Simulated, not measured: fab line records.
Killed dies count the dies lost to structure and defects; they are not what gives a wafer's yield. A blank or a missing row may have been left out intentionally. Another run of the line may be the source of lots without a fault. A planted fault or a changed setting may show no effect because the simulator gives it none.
Struck lot and sound lot, side by side | flow n5_finfet | 22 out of 1938 route steps
Sound: these wafers, L908.3, L908.5, L908.6. Struck: wafers L911.2, L911.5, L911.6. At the end, the cause is stated.
Order at every step that has rows: each side's tool, ch and its chambers, its first start. Under that, the readings that differ: sound wafers | struck wafers | difference of the means | sigmas: that difference in standard deviations of wafers without a fault.
alike: words and numbers the same on both sides, and readings whose means are apart by under 2 such deviations; not compared: readings that were withheld, readings missing a value for some wafer, numbers with overlapping values and no deviation given by the record, and bounds like >300 which may hide the same value.
Wherever a step has rows on one side only, a row that says differs or no value, or a row with sigmas, the two part there. When numbers do not overlap yet have no deviation, they are printed without sigmas and do not part them. Lack of a reading on every wafer of one side parts them only where that side has two or more wafers.

first, 8 steps without rows for these wafers: N5_BEOL_M4_CO_CAP_55 (material Co, precursor CCTBA/H2, target thk 2 nm, time 102.1 s); N5_BEOL_M4_PRE_CLEAN_56 (time 15 s); N5_BEOL_M4_DEP_57 (deposits SiCN from 3MS/NH3, target thk 8 nm, time 14 s); N5_BEOL_M5_ILD_DEP_00 (deposits SiCOH lowk from DEMS/porogen, target thk 140.64 nm, time 25.9 s); N5_BEOL_M5_CURE_79 (cures SiCOH lowk, time 240 s); N5_BEOL_M5_PECVD_70 (deposits SiO2 from TEOS/O2, target thk 16 nm, time 18 s); N5_BEOL_M5_HM_DEP_02 (deposits TiN, target thk 20 nm); N5_BEOL_M5_COAT_59 (time 60 s, resist thk 60 nm).
N5_BEOL_M5_COAT_60: time 60 s, resist thk 12 nm.
  sound on litho_track-05 ch 0, day 10 09:32; struck on litho_track-05 ch 0, day 10 13:50
  reading                                    | sound                | struck               | difference | sigmas
  spin_speed_rpm (rpm)                       | 1500.0 1498.5 1498.5 | 1645.0 1644.0 1643.0 | +145.0     | +99 or more
  model.SiARC_of_BEOL_M5_COAT_60.thk_nm (nm) | 12 12 12             | 11.4 11.6 11.6       | -0.5       |
  alike: chill_plate_temp_C
then, 9 steps without rows for these wafers: N5_BEOL_M5_COAT_71 (time 60 s, resist thk 5 nm); N5_BEOL_M5_COAT_05 (resist thk 30 nm); N5_BEOL_M5_EBR_07; N5_BEOL_M5_SOFTBAKE_06 (time 60 s); N5_BEOL_M5_EXPOSE_08 (exposes mask M5, target cd 28 nm); N5_BEOL_M5_PEB_09 (peb time 60 s); N5_BEOL_M5_DEVELOP_10 (develop time 30 s); N5_BEOL_M5_DESCUM_16 (chemistry O2, time 7 s); N5_BEOL_M5_ETCH_72 (etches underlayer in N2/H2, target depth 6.5 nm, time 5.2 s).
N5_BEOL_M5_ETCH_61: etches SiARC in CF4, target depth 15.6 nm, time 26 s.
  sound on rie_diel-04 ch 1,2, day 10 10:22; struck on rie_diel-01 ch 2,3, day 10 14:28
  reading                  | sound             | struck            | difference | sigmas
  etch_rf_on_time_s (s)    | 25.6 25.6 25.2    | 24.4 24.1 24.6    | -1.1       | -3
  model.etch.depth_nm (nm) | 11.98 12.02 12.04 | 11.49 11.51 11.53 | -0.50      |
  alike: drypump_motor_current_A, oes_product_au, rf_vpp_V, showerhead_plenum_p_Torr, throttle_valve_pct
  not compared: rf_hours_counter_h
N5_BEOL_M5_ETCH_62: etches SOC in N2/H2, target depth 75 nm, overetch 15 nm, time 112.5 s.
  sound on rie_diel-04 ch 1,2, day 10 10:23; struck on rie_diel-01 ch 2,3, day 10 14:29
  reading                                    | sound       | struck      | difference | sigmas
  model.SiARC_of_BEOL_M5_COAT_60.thk_nm (nm) | 6.8 6.8 6.6 | 6.2 6.2 6.2 | -0.5       |
  alike: drypump_motor_current_A, oes_product_au, rf_vpp_V, showerhead_plenum_p_Torr, throttle_valve_pct
  not compared: rf_hours_counter_h
then, 1 step without rows for these wafers: N5_BEOL_M5_STRIP_63 (strips in N2/H2).
-- record jumps: 4 days separate the struck wafers' starts on either side; left off in module BEOL_M5, taken up again in module PASSIVATION, whose first shown step is the route's number 1936 --
N5_PASSIVATION_PROBE_49:
  sound on prober-01 at day 14 21:37; struck on prober-01 at day 15 01:06
  alike: defect_limited_yield, killed_at_M0_to_M3, killed_at_M4_up, killed_at_contacts, killed_at_front_end, killed_at_other, killed_dies, killed_on_rim, killed_open, killed_short, sort_bin_5_function, sort_bin_6_memory, sort_n_pass, sort_yield_pct

== WHERE THEY PART ==
Last at N5_BEOL_M5_ETCH_61 as far as this record goes, first at N5_BEOL_M5_COAT_60. Later steps at which nothing parts them and some readings are alike: N5_BEOL_M5_ETCH_62, N5_PASSIVATION_PROBE_49.

WHY: what had been put in by the simulator
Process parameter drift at N5_BEOL_M5_COAT_60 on litho_track-05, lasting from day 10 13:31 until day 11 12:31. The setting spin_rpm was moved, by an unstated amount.
